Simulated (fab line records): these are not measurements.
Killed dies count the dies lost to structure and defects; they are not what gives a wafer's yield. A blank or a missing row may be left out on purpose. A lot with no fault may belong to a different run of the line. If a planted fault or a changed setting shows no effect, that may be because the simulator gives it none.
Which of the tools did it? || flow nand-harc || 21 wafers from 7 lots sampled at 5 of the route's 1159 steps

WHAT EACH GAUGE READ, for each wafer
NHARC_END_SORT_01.
{"lot": "L324", "measured": "day 20 06:58", "on": "prober-01", "killed-at-array": "28 29 24"}
{"lot": "L326", "measured": "day 20 14:24", "on": "prober-02", "killed-at-array": "18 22 20"}
{"lot": "L328", "measured": "day 21 04:47", "on": "prober-01", "killed-at-array": "29 33 22"}
{"lot": "L333", "measured": "day 22 00:38", "on": "prober-02", "killed-at-array": "23 20 25"}
{"lot": "L335", "measured": "day 22 09:11", "on": "prober-02", "killed-at-array": "45 38 40"}
{"lot": "L343", "measured": "day 24 08:11", "on": "prober-01", "killed-at-array": "72 88 76"}
{"lot": "L346", "measured": "day 24 23:53", "on": "prober-01", "killed-at-array": "49 67 69"}

TOOL THAT RAN EACH LOT (tool first, then ch and the chambers of the sampled wafers, then the start)
{"lot": "L324", "NHARC_A_CONTACT_ETCH_112": "har-cap-etch-02 ch 0,1, day 16 14:48", "NHARC_THIN_TSV_PVD_19": "pvd-sputter-03, day 19 10:51 or earlier", "NHARC_THIN_TSV_DEGAS_53": "pvd-sputter-02, day 19 10:51", "NHARC_THIN_TSV_STRIP_56": "plasma-asher-01 ch 0,1, day 19 12:50"}
{"lot": "L326", "NHARC_A_CONTACT_ETCH_112": "har-cap-etch-01 ch 0,1, day 17 17:14", "NHARC_THIN_TSV_PVD_19": "pvd-sputter-01, day 20 03:56 or earlier", "NHARC_THIN_TSV_DEGAS_53": "pvd-sputter-01, day 20 03:56", "NHARC_THIN_TSV_STRIP_56": "plasma-asher-02 ch 0,1, day 20 05:43"}
{"lot": "L328", "NHARC_A_CONTACT_ETCH_112": "har-cap-etch-03 ch 0,1, day 18 07:08", "NHARC_THIN_TSV_PVD_19": "pvd-sputter-02, day 20 13:29 or earlier", "NHARC_THIN_TSV_DEGAS_53": "pvd-sputter-01, day 20 13:29", "NHARC_THIN_TSV_STRIP_56": "plasma-asher-02 ch 0,1, day 20 15:26"}
{"lot": "L333", "NHARC_A_CONTACT_ETCH_112": "har-cap-etch-02 ch 0,1, day 18 21:41", "NHARC_THIN_TSV_PVD_19": "pvd-sputter-02, day 21 09:13 or earlier", "NHARC_THIN_TSV_DEGAS_53": "pvd-sputter-02, day 21 09:13", "NHARC_THIN_TSV_STRIP_56": "plasma-asher-01 ch 0,1, day 21 10:51"}
{"lot": "L335", "NHARC_A_CONTACT_ETCH_112": "har-cap-etch-01 ch 0,1, day 19 13:01", "NHARC_THIN_TSV_PVD_19": "pvd-sputter-03, day 21 17:16 or earlier", "NHARC_THIN_TSV_DEGAS_53": "pvd-sputter-02, day 21 17:16", "NHARC_THIN_TSV_STRIP_56": "plasma-asher-01 ch 0,1, day 21 19:16"}
{"lot": "L343", "NHARC_A_CONTACT_ETCH_112": "har-cap-etch-02 ch 0,1, day 21 08:32", "NHARC_THIN_TSV_PVD_19": "pvd-sputter-03, day 23 22:10 or earlier", "NHARC_THIN_TSV_DEGAS_53": "pvd-sputter-02, day 23 22:10", "NHARC_THIN_TSV_STRIP_56": "plasma-asher-01 ch 0,1, day 24 00:05"}
{"lot": "L346", "NHARC_A_CONTACT_ETCH_112": "har-cap-etch-02 ch 0,1, day 22 00:05", "NHARC_THIN_TSV_PVD_19": "pvd-sputter-01, day 24 10:23 or earlier", "NHARC_THIN_TSV_DEGAS_53": "pvd-sputter-03, day 24 10:23", "NHARC_THIN_TSV_STRIP_56": "plasma-asher-02 ch 0,1, day 24 12:19"}
- NHARC_A_CONTACT_ETCH_112: etches the open film in C4F8/O2/Ar, time 94 s, target depth 922 nm.
- NHARC_THIN_TSV_PVD_19: deposits TaN, target thk 20 nm.
- NHARC_THIN_TSV_DEGAS_53: time 60 s.
- NHARC_THIN_TSV_STRIP_56: strips in O2.

THE ANSWER, worked out from the rows above alone
Rule: what is usual is taken from the lots themselves. Put in order of their means at a reading, lots are off if they are a third of the lots or fewer, leave a main group of 4 or more, and stand apart from it by a gap of 3 or more times the standard deviation of the main group's means; of several such gaps the widest counts. A main group whose means are all the same, to the digits that the tables above print for the reading, isn't used. Also off: a lot with no number at a reading for which 4 or more lots have one. Any other lot the step has rows for is counted as sound.
No lot is off on any of the readings shown, so nothing can be concluded from this.

WHAT THE SIMULATOR PUT IN
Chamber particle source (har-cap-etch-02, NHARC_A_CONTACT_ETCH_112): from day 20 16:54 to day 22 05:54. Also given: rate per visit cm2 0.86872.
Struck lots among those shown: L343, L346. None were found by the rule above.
